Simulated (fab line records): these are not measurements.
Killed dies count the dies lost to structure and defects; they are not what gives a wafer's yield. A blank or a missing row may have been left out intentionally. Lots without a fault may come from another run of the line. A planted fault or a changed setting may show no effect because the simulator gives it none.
Which tool is to blame? || flow n5-finfet || 24 lots with 72 wafers sampled at 5 steps, on a route of 1938 steps

== WHAT EACH GAUGE READ, for each wafer ==
N5_ILD0_INSPECT_06: inspects for defects (darkfield). Usual: raw-defect-count reads 35 (standard deviation 16).
{"lot": "L074", "measured": "day 3 20:01", "on": "defect-inspect-01", "raw-defect-count": "51 59 61", "flag": ""}
{"lot": "L075", "measured": "day 3 22:23", "on": "defect-inspect-02", "raw-defect-count": "38 21 53", "flag": ""}
{"lot": "L076", "measured": "day 4 06:47", "on": "defect-inspect-01", "raw-defect-count": "23 9 27", "flag": ""}
{"lot": "L077", "measured": "day 4 10:56", "on": "defect-inspect-01", "raw-defect-count": "45 24 43", "flag": ""}
{"lot": "L078", "measured": "day 4 19:40", "on": "defect-inspect-02", "raw-defect-count": "17 19 16", "flag": ""}
{"lot": "L079", "measured": "day 5 04:20", "on": "defect-inspect-01", "raw-defect-count": "22 17 17", "flag": ""}
{"lot": "L080", "measured": "day 5 09:32", "on": "defect-inspect-02", "raw-defect-count": "15 13 42", "flag": ""}
{"lot": "L081", "measured": "day 5 15:17", "on": "defect-inspect-02", "raw-defect-count": "55 22 48", "flag": ""}
{"lot": "L082", "measured": "day 6 01:10", "on": "defect-inspect-02", "raw-defect-count": "42 29 41", "flag": ""}
{"lot": "L083", "measured": "day 6 03:20", "on": "defect-inspect-01", "raw-defect-count": "19 9 30", "flag": ""}
{"lot": "L084", "measured": "day 6 10:26", "on": "defect-inspect-01", "raw-defect-count": "42 17 36", "flag": ""}
{"lot": "L085", "measured": "day 6 18:52", "on": "defect-inspect-01", "raw-defect-count": "20 18 29", "flag": ""}
{"lot": "L086", "measured": "day 6 19:23", "on": "defect-inspect-02", "raw-defect-count": "59 62 62", "flag": ""}
{"lot": "L087", "measured": "day 7 01:47", "on": "defect-inspect-02", "raw-defect-count": "66 55 24", "flag": ""}
{"lot": "L088", "measured": "day 7 09:55", "on": "defect-inspect-01", "raw-defect-count": "31 56 34", "flag": ""}
{"lot": "L089", "measured": "day 7 14:35", "on": "defect-inspect-02", "raw-defect-count": "44 32 31", "flag": ""}
{"lot": "L090", "measured": "day 7 19:52", "on": "defect-inspect-01", "raw-defect-count": "21 25 25", "flag": ""}
{"lot": "L091", "measured": "day 7 23:41", "on": "defect-inspect-02", "raw-defect-count": "40 23 26", "flag": ""}
{"lot": "L092", "measured": "day 8 08:40", "on": "defect-inspect-02", "raw-defect-count": "24 67 27", "flag": ""}
{"lot": "L093", "measured": "day 8 14:47", "on": "defect-inspect-02", "raw-defect-count": "27 25 64", "flag": ""}
{"lot": "L094", "measured": "day 8 20:52", "on": "defect-inspect-02", "raw-defect-count": "30 17 30", "flag": ""}
{"lot": "L095", "measured": "day 9 00:21", "on": "defect-inspect-01", "raw-defect-count": "33 40 33", "flag": ""}
{"lot": "L096", "measured": "day 9 13:37", "on": "defect-inspect-01", "raw-defect-count": "38 31 48", "flag": ""}
{"lot": "L097", "measured": "day 9 13:55", "on": "defect-inspect-02", "raw-defect-count": "55 45 50", "flag": ""}

N5_HKMG_FIN_CD_MEAS_49: the cd target is 202 nm. Usual: cd-nm reads 202.0 nm (standard deviation 0.63).
{"lot": "L074", "measured": "day 4 02:31", "on": "cd-sem-01", "cd-nm (nm)": "202.8 202.5 202.3", "flag": ""}
{"lot": "L075", "measured": "day 4 04:26", "on": "cd-sem-03", "cd-nm (nm)": "201.2 201.3 202.8", "flag": ""}
{"lot": "L076", "measured": "day 4 12:42", "on": "cd-sem-03", "cd-nm (nm)": "202.9 203.0 202.3", "flag": ""}
{"lot": "L077", "measured": "day 4 18:10", "on": "cd-sem-03", "cd-nm (nm)": "201.4 201.7 201.7", "flag": ""}
{"lot": "L078", "measured": "day 5 02:05", "on": "cd-sem-02", "cd-nm (nm)": "201.4 201.9 201.3", "flag": ""}
{"lot": "L079", "measured": "day 5 10:26", "on": "cd-sem-01", "cd-nm (nm)": "202.1 202.6 202.4", "flag": ""}
{"lot": "L080", "measured": "day 5 15:23", "on": "cd-sem-01", "cd-nm (nm)": "202.2 202.2 202.3", "flag": ""}
{"lot": "L081", "measured": "day 5 21:39", "on": "cd-sem-02", "cd-nm (nm)": "201.5 203.5 202.7", "flag": ""}
{"lot": "L082", "measured": "day 6 08:22", "on": "cd-sem-02", "cd-nm (nm)": "201.8 202.8 202.3", "flag": ""}
{"lot": "L083", "measured": "day 6 09:44", "on": "cd-sem-03", "cd-nm (nm)": "201.3 201.3 201.0", "flag": ""}
{"lot": "L084", "measured": "day 6 16:43", "on": "cd-sem-03", "cd-nm (nm)": "202.3 201.9 202.9", "flag": ""}
{"lot": "L085", "measured": "day 7 01:12", "on": "cd-sem-02", "cd-nm (nm)": "202.0 202.5 201.3", "flag": ""}
{"lot": "L086", "measured": "day 7 01:56", "on": "cd-sem-03", "cd-nm (nm)": "202.4 201.0 201.8", "flag": ""}
{"lot": "L087", "measured": "day 7 08:50", "on": "cd-sem-01", "cd-nm (nm)": "202.1 201.6 201.8", "flag": ""}
{"lot": "L088", "measured": "day 7 16:06", "on": "cd-sem-02", "cd-nm (nm)": "201.3 201.3 201.5", "flag": ""}
{"lot": "L089", "measured": "day 7 20:49", "on": "cd-sem-02", "cd-nm (nm)": "201.4 202.0 203.1", "flag": ""}
{"lot": "L090", "measured": "day 8 01:59", "on": "cd-sem-02", "cd-nm (nm)": "201.2 202.7 201.8", "flag": ""}
{"lot": "L091", "measured": "day 8 06:05", "on": "cd-sem-02", "cd-nm (nm)": "201.1 201.8 201.1", "flag": ""}
{"lot": "L092", "measured": "day 8 14:32", "on": "cd-sem-01", "cd-nm (nm)": "202.8 202.9 202.4", "flag": ""}
{"lot": "L093", "measured": "day 8 21:28", "on": "cd-sem-02", "cd-nm (nm)": "202.0 201.7 202.2", "flag": ""}
{"lot": "L094", "measured": "day 9 03:50", "on": "cd-sem-01", "cd-nm (nm)": "201.9 201.8 202.1", "flag": ""}
{"lot": "L095", "measured": "day 9 06:45", "on": "cd-sem-02", "cd-nm (nm)": "202.2 202.3 201.7", "flag": ""}
{"lot": "L096", "measured": "day 9 19:34", "on": "cd-sem-01", "cd-nm (nm)": "201.3 201.3 201.7", "flag": ""}
{"lot": "L097", "measured": "day 9 20:21", "on": "cd-sem-01", "cd-nm (nm)": "203.2 203.2 202.4", "flag": ""}

== WHICH TOOL RAN EACH LOT (tool, then ch and the chambers of the sampled wafers, then the start) ==
{"lot": "L074", "N5_ILD0_LINER_00": "ald-sin-03 ch 1,2, day 3 13:26", "N5_ILD0_CMP_07": "cmp-03 ch 1,2, day 3 16:29", "N5_ILD0_ALD_15": "ald-sin-01 ch 0,1,2, day 3 17:29"}
{"lot": "L075", "N5_ILD0_LINER_00": "ald-sin-01 ch 0,1,3, day 3 15:58", "N5_ILD0_CMP_07": "cmp-01 ch 0,2,3, day 3 18:44", "N5_ILD0_ALD_15": "ald-sin-03 ch 0,3, day 3 19:43"}
{"lot": "L076", "N5_ILD0_LINER_00": "ald-sin-01 ch 1,3, day 4 00:34", "N5_ILD0_CMP_07": "cmp-01 ch 0,2,3, day 4 03:18", "N5_ILD0_ALD_15": "ald-sin-04 ch 0,2, day 4 04:16"}
{"lot": "L077", "N5_ILD0_LINER_00": "ald-sin-01 ch 0,3, day 4 04:43", "N5_ILD0_CMP_07": "cmp-03 ch 1,3, day 4 07:24", "N5_ILD0_ALD_15": "ald-sin-01 ch 0,1,3, day 4 08:25"}
{"lot": "L078", "N5_ILD0_LINER_00": "ald-sin-01 ch 1,2,3, day 4 12:41", "N5_ILD0_CMP_07": "cmp-04 ch 0,1,3, day 4 15:22", "N5_ILD0_ALD_15": "ald-sin-04 ch 1,2,3, day 4 17:08"}
{"lot": "L079", "N5_ILD0_LINER_00": "ald-sin-04 ch 0,2, day 4 21:29", "N5_ILD0_CMP_07": "cmp-01 ch 0,1, day 5 00:11", "N5_ILD0_ALD_15": "ald-sin-03 ch 0,1,2, day 5 01:49"}
{"lot": "L080", "N5_ILD0_LINER_00": "ald-sin-04 ch 0,2,3, day 5 03:19", "N5_ILD0_CMP_07": "cmp-01 ch 0,2, day 5 05:59", "N5_ILD0_ALD_15": "ald-sin-01 ch 0,2, day 5 07:01"}
{"lot": "L081", "N5_ILD0_LINER_00": "ald-sin-03 ch 0,1,2, day 5 09:02", "N5_ILD0_CMP_07": "cmp-01 ch 0,1,3, day 5 11:44", "N5_ILD0_ALD_15": "ald-sin-03 ch 1,2,3, day 5 12:46"}
{"lot": "L082", "N5_ILD0_LINER_00": "ald-sin-04 ch 0,1,3, day 5 18:56", "N5_ILD0_CMP_07": "cmp-04 ch 1,3, day 5 21:38", "N5_ILD0_ALD_15": "ald-sin-03 ch 0,3, day 5 22:38"}
{"lot": "L083", "N5_ILD0_LINER_00": "ald-sin-03 ch 2,3, day 5 21:01", "N5_ILD0_CMP_07": "cmp-03 ch 0,2,3, day 5 23:47", "N5_ILD0_ALD_15": "ald-sin-03 ch 0,1,3, day 6 00:49"}
{"lot": "L084", "N5_ILD0_LINER_00": "ald-sin-03 ch 1,2,3, day 6 04:07", "N5_ILD0_CMP_07": "cmp-04 ch 2,3, day 6 06:51", "N5_ILD0_ALD_15": "ald-sin-03 ch 0,3, day 6 07:55"}
{"lot": "L085", "N5_ILD0_LINER_00": "ald-sin-04 ch 1,2,3, day 6 12:37", "N5_ILD0_CMP_07": "cmp-03 ch 1,2,3, day 6 15:22", "N5_ILD0_ALD_15": "ald-sin-04 ch 1,2,3, day 6 16:21"}
{"lot": "L086", "N5_ILD0_LINER_00": "ald-sin-03 ch 0,1,3, day 6 12:59", "N5_ILD0_CMP_07": "cmp-01 ch 0,3, day 6 15:43", "N5_ILD0_ALD_15": "ald-sin-01 ch 2,3, day 6 16:52"}
{"lot": "L087", "N5_ILD0_LINER_00": "ald-sin-03 ch 0,1,3, day 6 19:25", "N5_ILD0_CMP_07": "cmp-01 ch 1,2,3, day 6 22:08", "N5_ILD0_ALD_15": "ald-sin-03 ch 0,3, day 6 23:16"}
{"lot": "L088", "N5_ILD0_LINER_00": "ald-sin-03 ch 0,1, day 7 02:52", "N5_ILD0_CMP_07": "cmp-04 ch 0,2,3, day 7 06:23", "N5_ILD0_ALD_15": "ald-sin-04 ch 0,1,2, day 7 07:24"}
{"lot": "L089", "N5_ILD0_LINER_00": "ald-sin-03 ch 1,3, day 7 07:50", "N5_ILD0_CMP_07": "cmp-04 ch 2,3, day 7 10:35", "N5_ILD0_ALD_15": "ald-sin-03 ch 1,2,3, day 7 12:04"}
{"lot": "L090", "N5_ILD0_LINER_00": "ald-sin-04 ch 0,2, day 7 13:26", "N5_ILD0_CMP_07": "cmp-01 ch 1,3, day 7 16:20", "N5_ILD0_ALD_15": "ald-sin-04 ch 2,3, day 7 17:21"}
{"lot": "L091", "N5_ILD0_LINER_00": "ald-sin-01 ch 1,2,3, day 7 17:28", "N5_ILD0_CMP_07": "cmp-03 ch 0,2,3, day 7 20:10", "N5_ILD0_ALD_15": "ald-sin-03 ch 1,3, day 7 21:10"}
{"lot": "L092", "N5_ILD0_LINER_00": "ald-sin-01 ch 0,1, day 8 01:15", "N5_ILD0_CMP_07": "cmp-01 ch 1,2,3, day 8 04:05", "N5_ILD0_ALD_15": "ald-sin-04 ch 0,2, day 8 05:04"}
{"lot": "L093", "N5_ILD0_LINER_00": "ald-sin-01 ch 0,1,3, day 8 08:05", "N5_ILD0_CMP_07": "cmp-03 ch 0,3, day 8 10:47", "N5_ILD0_ALD_15": "ald-sin-01 ch 0,1,3, day 8 12:16"}
{"lot": "L094", "N5_ILD0_LINER_00": "ald-sin-04 ch 0,1,2, day 8 14:04", "N5_ILD0_CMP_07": "cmp-01 ch 0,3, day 8 16:46", "N5_ILD0_ALD_15": "ald-sin-01 ch 0,2,3, day 8 18:21"}
{"lot": "L095", "N5_ILD0_LINER_00": "ald-sin-01 ch 0,3, day 8 17:30", "N5_ILD0_CMP_07": "cmp-01 ch 0,1,3, day 8 20:48", "N5_ILD0_ALD_15": "ald-sin-04 ch 0,1,3, day 8 21:50"}
{"lot": "L096", "N5_ILD0_LINER_00": "ald-sin-04 ch 1,3, day 9 07:02", "N5_ILD0_CMP_07": "cmp-03 ch 0,2,3, day 9 10:10", "N5_ILD0_ALD_15": "ald-sin-04 ch 0,2, day 9 11:05"}
{"lot": "L097", "N5_ILD0_LINER_00": "ald-sin-04 ch 0,1,2, day 9 07:40", "N5_ILD0_CMP_07": "cmp-01 ch 1,2, day 9 10:22", "N5_ILD0_ALD_15": "ald-sin-03 ch 0,1, day 9 11:23"}
- N5_ILD0_LINER_00: material SiNx, target thk 4 nm, pulse time 1 s, purge time 2 s.
- N5_ILD0_CMP_07: polishes SiO2 flowable, stops on poly-Si, t overpolish 1.18 s, target thk 138.88 nm.
- N5_ILD0_ALD_15: deposits SiNx, target thk 24 nm, pulse time 1 s, ald cycles 480.

== WHAT THE TOOLS THEMSELVES READ (means of the sampled wafers that have a number; where no wafer has one, the mark that the record gives instead) ==
N5_ILD0_LINER_00. Usual: heater-power-w 895 W, standard deviation 100; precursor-pulse-height-rel 1.003, standard deviation 0.021; susceptor-temp-C 399.99 C, standard deviation 0.21.
{"lot": "L074", "tool": "ald-sin-03", "heater-power-w (W)": 849, "precursor-pulse-height-rel": 0.980, "susceptor-temp-C (C)": 399.87, "flag": ""}
{"lot": "L075", "tool": "ald-sin-01", "heater-power-w (W)": 1002, "precursor-pulse-height-rel": 0.998, "susceptor-temp-C (C)": 400.00, "flag": ""}
{"lot": "L076", "tool": "ald-sin-01", "heater-power-w (W)": 978, "precursor-pulse-height-rel": 0.983, "susceptor-temp-C (C)": 399.88, "flag": ""}
{"lot": "L077", "tool": "ald-sin-01", "heater-power-w (W)": 1050, "precursor-pulse-height-rel": 0.985, "susceptor-temp-C (C)": 399.91, "flag": ""}
{"lot": "L078", "tool": "ald-sin-01", "heater-power-w (W)": 904, "precursor-pulse-height-rel": 1.008, "susceptor-temp-C (C)": 399.93, "flag": ""}
{"lot": "L079", "tool": "ald-sin-04", "heater-power-w (W)": 831, "precursor-pulse-height-rel": 1.028, "susceptor-temp-C (C)": 399.84, "flag": ""}
{"lot": "L080", "tool": "ald-sin-04", "heater-power-w (W)": 868, "precursor-pulse-height-rel": 0.994, "susceptor-temp-C (C)": 400.04, "flag": ""}
{"lot": "L081", "tool": "ald-sin-03", "heater-power-w (W)": 894, "precursor-pulse-height-rel": 0.999, "susceptor-temp-C (C)": 400.02, "flag": ""}
{"lot": "L082", "tool": "ald-sin-04", "heater-power-w (W)": 811, "precursor-pulse-height-rel": 1.032, "susceptor-temp-C (C)": 399.89, "flag": ""}
{"lot": "L083", "tool": "ald-sin-03", "heater-power-w (W)": 878, "precursor-pulse-height-rel": 1.021, "susceptor-temp-C (C)": 399.87, "flag": ""}
{"lot": "L084", "tool": "ald-sin-03", "heater-power-w (W)": 854, "precursor-pulse-height-rel": 1.021, "susceptor-temp-C (C)": 400.15, "flag": ""}
{"lot": "L085", "tool": "ald-sin-04", "heater-power-w (W)": 892, "precursor-pulse-height-rel": 0.988, "susceptor-temp-C (C)": 399.94, "flag": ""}
{"lot": "L086", "tool": "ald-sin-03", "heater-power-w (W)": 915, "precursor-pulse-height-rel": 0.993, "susceptor-temp-C (C)": 399.86, "flag": ""}
{"lot": "L087", "tool": "ald-sin-03", "heater-power-w (W)": 903, "precursor-pulse-height-rel": 1.003, "susceptor-temp-C (C)": 400.07, "flag": ""}
{"lot": "L088", "tool": "ald-sin-03", "heater-power-w (W)": 890, "precursor-pulse-height-rel": 1.013, "susceptor-temp-C (C)": 400.05, "flag": ""}
{"lot": "L089", "tool": "ald-sin-03", "heater-power-w (W)": 868, "precursor-pulse-height-rel": 0.985, "susceptor-temp-C (C)": 400.26, "flag": ""}
{"lot": "L090", "tool": "ald-sin-04", "heater-power-w (W)": 836, "precursor-pulse-height-rel": 0.997, "susceptor-temp-C (C)": 399.87, "flag": ""}
{"lot": "L091", "tool": "ald-sin-01", "heater-power-w (W)": 869, "precursor-pulse-height-rel": 0.993, "susceptor-temp-C (C)": 400.12, "flag": ""}
{"lot": "L092", "tool": "ald-sin-01", "heater-power-w (W)": 1070, "precursor-pulse-height-rel": 0.990, "susceptor-temp-C (C)": 400.20, "flag": ""}
{"lot": "L093", "tool": "ald-sin-01", "heater-power-w (W)": 977, "precursor-pulse-height-rel": 1.014, "susceptor-temp-C (C)": 400.04, "flag": ""}
{"lot": "L094", "tool": "ald-sin-04", "heater-power-w (W)": 858, "precursor-pulse-height-rel": 1.013, "susceptor-temp-C (C)": 400.06, "flag": ""}
{"lot": "L095", "tool": "ald-sin-01", "heater-power-w (W)": 962, "precursor-pulse-height-rel": 1.011, "susceptor-temp-C (C)": 399.92, "flag": ""}
{"lot": "L096", "tool": "ald-sin-04", "heater-power-w (W)": 859, "precursor-pulse-height-rel": 1.002, "susceptor-temp-C (C)": 400.02, "flag": ""}
{"lot": "L097", "tool": "ald-sin-04", "heater-power-w (W)": 839, "precursor-pulse-height-rel": 1.009, "susceptor-temp-C (C)": 400.16, "flag": ""}

N5_ILD0_CMP_07. Usual: motor-current-A reads 12.4 A (standard deviation 0.94).
{"lot": "L074", "tool": "cmp-03", "motor-current-A (A)": 11.5, "flag": ""}
{"lot": "L075", "tool": "cmp-01", "motor-current-A (A)": 12.6, "flag": ""}
{"lot": "L076", "tool": "cmp-01", "motor-current-A (A)": 12.7, "flag": ""}
{"lot": "L077", "tool": "cmp-03", "motor-current-A (A)": 11.8, "flag": ""}
{"lot": "L078", "tool": "cmp-04", "motor-current-A (A)": 12.5, "flag": ""}
{"lot": "L079", "tool": "cmp-01", "motor-current-A (A)": 12.4, "flag": ""}
{"lot": "L080", "tool": "cmp-01", "motor-current-A (A)": 12.3, "flag": ""}
{"lot": "L081", "tool": "cmp-01", "motor-current-A (A)": 11.7, "flag": ""}
{"lot": "L082", "tool": "cmp-04", "motor-current-A (A)": 12.8, "flag": ""}
{"lot": "L083", "tool": "cmp-03", "motor-current-A (A)": 11.3, "flag": ""}
{"lot": "L084", "tool": "cmp-04", "motor-current-A (A)": 13.0, "flag": ""}
{"lot": "L085", "tool": "cmp-03", "motor-current-A (A)": 11.8, "flag": ""}
{"lot": "L086", "tool": "cmp-01", "motor-current-A (A)": 11.6, "flag": ""}
{"lot": "L087", "tool": "cmp-01", "motor-current-A (A)": 12.7, "flag": ""}
{"lot": "L088", "tool": "cmp-04", "motor-current-A (A)": 12.5, "flag": ""}
{"lot": "L089", "tool": "cmp-04", "motor-current-A (A)": 12.9, "flag": ""}
{"lot": "L090", "tool": "cmp-01", "motor-current-A (A)": 11.9, "flag": ""}
{"lot": "L091", "tool": "cmp-03", "motor-current-A (A)": 12.1, "flag": ""}
{"lot": "L092", "tool": "cmp-01", "motor-current-A (A)": 12.9, "flag": ""}
{"lot": "L093", "tool": "cmp-03", "motor-current-A (A)": 11.8, "flag": ""}
{"lot": "L094", "tool": "cmp-01", "motor-current-A (A)": 11.5, "flag": ""}
{"lot": "L095", "tool": "cmp-01", "motor-current-A (A)": 12.0, "flag": ""}
{"lot": "L096", "tool": "cmp-03", "motor-current-A (A)": 11.5, "flag": ""}
{"lot": "L097", "tool": "cmp-01", "motor-current-A (A)": 13.8, "flag": ""}

N5_ILD0_ALD_15. Usual: heater-power-w 896 W, standard deviation 95; precursor-pulse-height-rel 1.000, standard deviation 0.019; susceptor-temp-C 399.99 C, standard deviation 0.22.
{"lot": "L074", "tool": "ald-sin-01", "heater-power-w (W)": 945, "precursor-pulse-height-rel": 0.992, "susceptor-temp-C (C)": 399.92, "flag": ""}
{"lot": "L075", "tool": "ald-sin-03", "heater-power-w (W)": 906, "precursor-pulse-height-rel": 1.014, "susceptor-temp-C (C)": 399.88, "flag": ""}
{"lot": "L076", "tool": "ald-sin-04", "heater-power-w (W)": 906, "precursor-pulse-height-rel": 0.991, "susceptor-temp-C (C)": 400.06, "flag": ""}
{"lot": "L077", "tool": "ald-sin-01", "heater-power-w (W)": 1003, "precursor-pulse-height-rel": 0.994, "susceptor-temp-C (C)": 399.86, "flag": ""}
{"lot": "L078", "tool": "ald-sin-04", "heater-power-w (W)": 879, "precursor-pulse-height-rel": 1.005, "susceptor-temp-C (C)": 399.97, "flag": ""}
{"lot": "L079", "tool": "ald-sin-03", "heater-power-w (W)": 904, "precursor-pulse-height-rel": 0.998, "susceptor-temp-C (C)": 399.86, "flag": ""}
{"lot": "L080", "tool": "ald-sin-01", "heater-power-w (W)": 1008, "precursor-pulse-height-rel": 0.986, "susceptor-temp-C (C)": 399.79, "flag": ""}
{"lot": "L081", "tool": "ald-sin-03", "heater-power-w (W)": 860, "precursor-pulse-height-rel": 0.987, "susceptor-temp-C (C)": 400.14, "flag": ""}
{"lot": "L082", "tool": "ald-sin-03", "heater-power-w (W)": 946, "precursor-pulse-height-rel": 1.026, "susceptor-temp-C (C)": 400.04, "flag": ""}
{"lot": "L083", "tool": "ald-sin-03", "heater-power-w (W)": 899, "precursor-pulse-height-rel": 0.999, "susceptor-temp-C (C)": 400.03, "flag": ""}
{"lot": "L084", "tool": "ald-sin-03", "heater-power-w (W)": 933, "precursor-pulse-height-rel": 0.989, "susceptor-temp-C (C)": 399.96, "flag": ""}
{"lot": "L085", "tool": "ald-sin-04", "heater-power-w (W)": 891, "precursor-pulse-height-rel": 1.008, "susceptor-temp-C (C)": 400.00, "flag": ""}
{"lot": "L086", "tool": "ald-sin-01", "heater-power-w (W)": 871, "precursor-pulse-height-rel": 1.003, "susceptor-temp-C (C)": 400.08, "flag": ""}
{"lot": "L087", "tool": "ald-sin-03", "heater-power-w (W)": 931, "precursor-pulse-height-rel": 0.992, "susceptor-temp-C (C)": 400.16, "flag": ""}
{"lot": "L088", "tool": "ald-sin-04", "heater-power-w (W)": 845, "precursor-pulse-height-rel": 1.006, "susceptor-temp-C (C)": 399.99, "flag": ""}
{"lot": "L089", "tool": "ald-sin-03", "heater-power-w (W)": 854, "precursor-pulse-height-rel": 0.998, "susceptor-temp-C (C)": 400.07, "flag": ""}
{"lot": "L090", "tool": "ald-sin-04", "heater-power-w (W)": 917, "precursor-pulse-height-rel": 1.014, "susceptor-temp-C (C)": 399.91, "flag": ""}
{"lot": "L091", "tool": "ald-sin-03", "heater-power-w (W)": 876, "precursor-pulse-height-rel": 0.996, "susceptor-temp-C (C)": 400.18, "flag": ""}
{"lot": "L092", "tool": "ald-sin-04", "heater-power-w (W)": 844, "precursor-pulse-height-rel": 1.004, "susceptor-temp-C (C)": 400.14, "flag": ""}
{"lot": "L093", "tool": "ald-sin-01", "heater-power-w (W)": 986, "precursor-pulse-height-rel": 1.008, "susceptor-temp-C (C)": 399.72, "flag": ""}
{"lot": "L094", "tool": "ald-sin-01", "heater-power-w (W)": 944, "precursor-pulse-height-rel": 0.989, "susceptor-temp-C (C)": 399.84, "flag": ""}
{"lot": "L095", "tool": "ald-sin-04", "heater-power-w (W)": 814, "precursor-pulse-height-rel": 0.991, "susceptor-temp-C (C)": 399.92, "flag": ""}
{"lot": "L096", "tool": "ald-sin-04", "heater-power-w (W)": 826, "precursor-pulse-height-rel": 0.991, "susceptor-temp-C (C)": 400.03, "flag": ""}
{"lot": "L097", "tool": "ald-sin-03", "heater-power-w (W)": 865, "precursor-pulse-height-rel": 0.998, "susceptor-temp-C (C)": 399.99, "flag": ""}

== THE ANSWER, worked out from the rows above alone ==
Rule: a lot counts as off when the mean over its wafers that have a number is more than 3 standard deviations away from the usual mean. Also off: a lot with no number at a reading for which 4 or more lots have one. Any other lot the step has rows for is counted as sound. The gauges are gone through in route order, then the tools' own readings, and for those a lot's mean is taken as printed above. The first step at which some lot is off is used, and at that step the reading that is off furthest; a lot without a number counts as furthest.
No lot is off at any reading shown: from this, nothing can be told.

== WHAT THE SIMULATOR HAD INSERTED ==
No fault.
